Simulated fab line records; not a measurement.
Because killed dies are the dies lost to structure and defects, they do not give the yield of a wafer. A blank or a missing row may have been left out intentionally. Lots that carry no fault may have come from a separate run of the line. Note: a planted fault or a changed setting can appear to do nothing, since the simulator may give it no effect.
Lot-split experiment + flow n5_finfet + 21 wafers read from 7 lots, route of 1938 steps

THE SPLIT ITSELF
At N5_BEOL_M6_TRENCH_ETCH_37 (etches SiCOH lowk in C4F6/O2, target depth 94.435 nm, time 31.5 s), the setting time_s was moved away from the recipe's 31.5 s on 7 of the 21 wafers read, by -21.2% to -17.5%. For the rest of the wafers, this setting stayed at what the recipe calls for.

FROM THE SPLIT TO THE READING: what the file shows between them, 2 steps
- N5_BEOL_M6_ETCH_41: etches SiCN in CH3F/O2, target depth 29.7 nm, time 52 s
- N5_BEOL_M6_STRIP_80: strips in N2/H2, time 10 s

THE READING
trench_depth_nm, in nm, at N5_BEOL_M6_OCD_MEAS_38. A value of 93.3 nm with a standard deviation of 1.2 nm is what fault-free wafers of this fab line usually give.

| wafer  | tool, chamber at the split | time_s as run, s | against the recipe | trench_depth_nm, nm | against lot-mates on the recipe |
|--------|----------------------------|------------------|--------------------|---------------------|---------------------------------|
| L075.3 | rie_diel-02, 3             | 31.5             | recipe             | 95.0                | -                               |
| L075.4 | rie_diel-02, 0             | 25.5             | -19.0%             | 75.6                | -19.4                           |
| L075.6 | rie_diel-02, 0             | 25.5             | -19.0%             | 76.0                | -19.0                           |
| L078.3 | rie_diel-05, 3             | 25.89            | -17.8%             | 76.2                | -17.6                           |
| L078.4 | rie_diel-05, 3             | 31.5             | recipe             | 93.1                | -                               |
| L078.6 | rie_diel-05, 0             | 31.5             | recipe             | 94.6                | -                               |
| L079.3 | rie_diel-02, 1             | 31.5             | recipe             | 94.7                | -                               |
| L079.4 | rie_diel-02, 0             | 31.5             | recipe             | 92.9                | -                               |
| L079.6 | rie_diel-02, 2             | 31.5             | recipe             | 93.3                | -                               |
| L080.1 | rie_diel-02, 1             | 31.5             | recipe             | 94.3                | -                               |
| L080.2 | rie_diel-02, 2             | 31.5             | recipe             | 94.1                | -                               |
| L080.4 | rie_diel-02, 0             | 31.5             | recipe             | 94.0                | -                               |
| L086.2 | rie_diel-04, 0             | 31.5             | recipe             | 91.1                | -                               |
| L086.3 | rie_diel-04, 3             | 31.5             | recipe             | 91.7                | -                               |
| L086.5 | rie_diel-04, 1             | 31.5             | recipe             | 92.1                | -                               |
| L090.1 | rie_diel-05, 3             | 24.81            | -21.2%             | 72.8                | -19.5                           |
| L090.4 | rie_diel-05, 1             | 24.81            | -21.2%             | 73.3                | -19.0                           |
| L090.6 | rie_diel-05, 3             | 31.5             | recipe             | 92.3                | -                               |
| L093.1 | rie_diel-04, 3             | 25.99            | -17.5%             | 76.7                | -15.9                           |
| L093.2 | rie_diel-04, 0             | 31.5             | recipe             | 92.6                | -                               |
| L093.6 | rie_diel-04, 0             | 25.99            | -17.5%             | 76.9                | -15.7                           |

FIT RESULTS
A straight line over all 21 wafers: trench_depth_nm changes by +0.941 nm for each +1% of time_s; r = +0.99; the points scatter about the line by 1 nm.
The same after taking each lot's own level away (the mean of its wafers on the recipe; 21 wafers): +0.945 nm for each +1%; r = +1.00; scatter 0.71 nm.
The reading moves by 20 nm for the largest change in time_s, on that fit.
From 91.63 to 95.00 nm: that is the span of the lots' own levels, equal to 2.8 times the standard deviation above.
So the lot-to-lot level changes the slope little: the two slopes agree.
Check: with one of the wafers moved furthest among these (-21.2%) left out of the fit, the line predicts -20.2 nm for it against its lot-mates. Against them it came out at -19.5 nm.

THESE WAFERS: OTHER SPLITS
Note: prior to the reading, these wafers also went through further splits. Each is held against what the fit with the lots' levels taken away leaves over:
| other split on the same wafers    | wafers away from the commonest value | r with trench_depth_nm (lot level and that fit taken away) |
|-----------------------------------|--------------------------------------|------------------------------------------------------------|
| N5_BEOL_M3_EXPOSE_08 dose_mj      | 4                                    | +0.38                                                      |
| N5_BEOL_M5_HM_DEP_02 target_thk_a | 9                                    | +0.24                                                      |
| N5_BEOL_M5_COAT_71 spin_rpm       | 8                                    | -0.02                                                      |
| N5_BEOL_M6_EXPOSE_08 dose_mj      | 4                                    | +0.18                                                      |

THE WHOLE CHAIN: every reading that the file lists as answering this split, in the file's order
| step                      | what it does                                                      | reading                                                                   | change (the file's fit)               | r (the file's) |
|---------------------------|-------------------------------------------------------------------|---------------------------------------------------------------------------|---------------------------------------|----------------|
| N5_BEOL_M6_TRENCH_ETCH_37 | etches SiCOH lowk in C4F6/O2, target depth 94.435 nm, time 31.5 s | etch.depth_nm (the simulator's own value, which no gauge read)            | +0.963 nm for each +1% of the setting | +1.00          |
| N5_BEOL_M6_TRENCH_ETCH_37 | etches SiCOH lowk in C4F6/O2, target depth 94.435 nm, time 31.5 s | BEOL_M6.feature_depth_nm (the simulator's own value, which no gauge read) | +0.96 nm for each +1% of the setting  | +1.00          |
| N5_BEOL_M6_OCD_MEAS_38    |                                                                   | trench_depth_nm                                                           | +0.95 nm for each +1% of the setting  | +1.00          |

FILE'S OWN FIT
trench_depth_nm changes by +0.95 nm for each +1% of time_s, r = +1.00.
